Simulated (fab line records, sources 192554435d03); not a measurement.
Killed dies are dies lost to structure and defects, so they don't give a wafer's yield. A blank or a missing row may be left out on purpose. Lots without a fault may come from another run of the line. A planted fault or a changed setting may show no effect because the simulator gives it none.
Which tool did it? | flow n5_finfet | 12 lots, 36 wafers sampled, at 2 steps of a route of 1938

WHAT THE GAUGES READ, wafer by wafer
N5_PASSIVATION_OVL_MEAS_63. Usual: PAD_OVL 0 nm, standard deviation 5.2.
lot  | measured     | on         | PAD_OVL (nm) | flag
L762 | day 12 21:11 | overlay-02 | 9 12 11      |
L760 | day 13 06:53 | overlay-01 | -5 -3 -14    |
L763 | day 13 15:08 | overlay-02 | 2 0 1        |
L765 | day 14 08:47 | overlay-01 | -4 -6 -5     |
L764 | day 14 13:34 | overlay-01 | -8 -3 -1     |
L770 | day 16 00:01 | overlay-01 | 4 2 -3       |
L771 | day 16 03:49 | overlay-01 | -8 -7 -5     |
L776 | day 16 15:38 | overlay-02 | 1 -1 -6      |
L778 | day 17 16:11 | overlay-01 | 9 -3 7       |
L779 | day 18 16:29 | overlay-01 | -3 -3 -1     |
L781 | day 18 15:55 | overlay-02 | 1 8 8        |
L782 | day 19 11:04 | overlay-01 | -3 -9 -6     |

WHICH TOOL RAN EACH LOT (tool, then ch and the chambers of the sampled wafers, then the start)
lot  | N5_BEOL_M11_TRENCH_ETCH_37
L762 | rie_diel-05 ch 1,2, day 11 07:32
L760 | rie_diel-03 ch 0,1,2, day 11 17:20
L763 | rie_diel-04 ch 0,1,3, day 12 01:29
L765 | rie_diel-04 ch 0,3, day 12 21:59
L764 | rie_diel-04 ch 0,2,3, day 13 05:21
L770 | rie_diel-03 ch 0,1,3, day 14 04:22
L771 | rie_diel-04 ch 0,2, day 14 15:06
L776 | rie_diel-03 ch 0,3, day 15 05:41
L778 | rie_diel-05 ch 1,2,3, day 16 04:47
L779 | rie_diel-03 ch 0,1,2, day 16 21:55
L781 | rie_diel-03 ch 0,1, day 17 01:31
L782 | rie_diel-04 ch 0,3, day 17 17:55
- N5_BEOL_M11_TRENCH_ETCH_37: etches SiCOH lowk in C4F6/O2, target depth 148.83 nm, time 48 s.

WHAT THE TOOLS THEMSELVES READ (means of the sampled wafers that have a number; where no wafer has one, the mark that the record gives instead)
N5_BEOL_M11_TRENCH_ETCH_37. Usual: drypump_motor_current_A 5.5 A, standard deviation 0.54; oes_product_au 0.77 a.u., standard deviation 0.082; rf_vpp_V 668 V, standard deviation 10; showerhead_plenum_p_Torr 2.84 Torr, standard deviation 0.098; throttle_valve_pct 21.04 %, standard deviation 0.27.
lot  | tool        | drypump_motor_current_A (A) | oes_product_au (a.u.) | rf_vpp_V (V) | showerhead_plenum_p_Torr (Torr) | throttle_valve_pct (%) | flag
L762 | rie_diel-05 | 5.2                         | 0.89                  | 676          | 3.01                            | 21.06                  |
L760 | rie_diel-03 | 5.7                         | 0.80                  | 671          | 2.82                            | 20.96                  |
L763 | rie_diel-04 | 5.0                         | 0.72                  | 677          | 2.90                            | 21.05                  |
L765 | rie_diel-04 | 5.0                         | 0.73                  | 680          | 2.89                            | 20.94                  |
L764 | rie_diel-04 | 5.1                         | 0.71                  | 668          | 2.81                            | 20.91                  |
L770 | rie_diel-03 | 5.8                         | 0.76                  | 661          | 2.78                            | 21.23                  |
L771 | rie_diel-04 | 5.2                         | 0.69                  | 659          | 2.74                            | 20.89                  |
L776 | rie_diel-03 | 5.8                         | 0.82                  | 659          | 2.78                            | 21.30                  |
L778 | rie_diel-05 | 5.6                         | 0.82                  | 672          | 2.91                            | 20.97                  |
L779 | rie_diel-03 | 5.7                         | 0.75                  | 669          | 2.80                            | 21.01                  |
L781 | rie_diel-03 | 5.3                         | 0.70                  | 664          | 2.74                            | 21.26                  |
L782 | rie_diel-04 | 5.2                         | 0.69                  | 678          | 2.84                            | 20.86                  |

THE ANSWER, worked out from the rows above alone
Rule: a lot is off if the mean of its wafers that have a number lies more than 3 standard deviations from the usual mean. A lot without any number at a reading at which 4 lots or more have one is off too. The other lots that the step has rows for count as sound. The gauges are gone through in route order, then the tools' own readings, and for those a lot's mean is taken as printed above. The first step at which some lot is off is used, and at that step the reading that is off furthest; a lot without a number counts as furthest.
No lot is off at any reading shown: from this, nothing can be told.

WHAT THE SIMULATOR HAD PUT IN
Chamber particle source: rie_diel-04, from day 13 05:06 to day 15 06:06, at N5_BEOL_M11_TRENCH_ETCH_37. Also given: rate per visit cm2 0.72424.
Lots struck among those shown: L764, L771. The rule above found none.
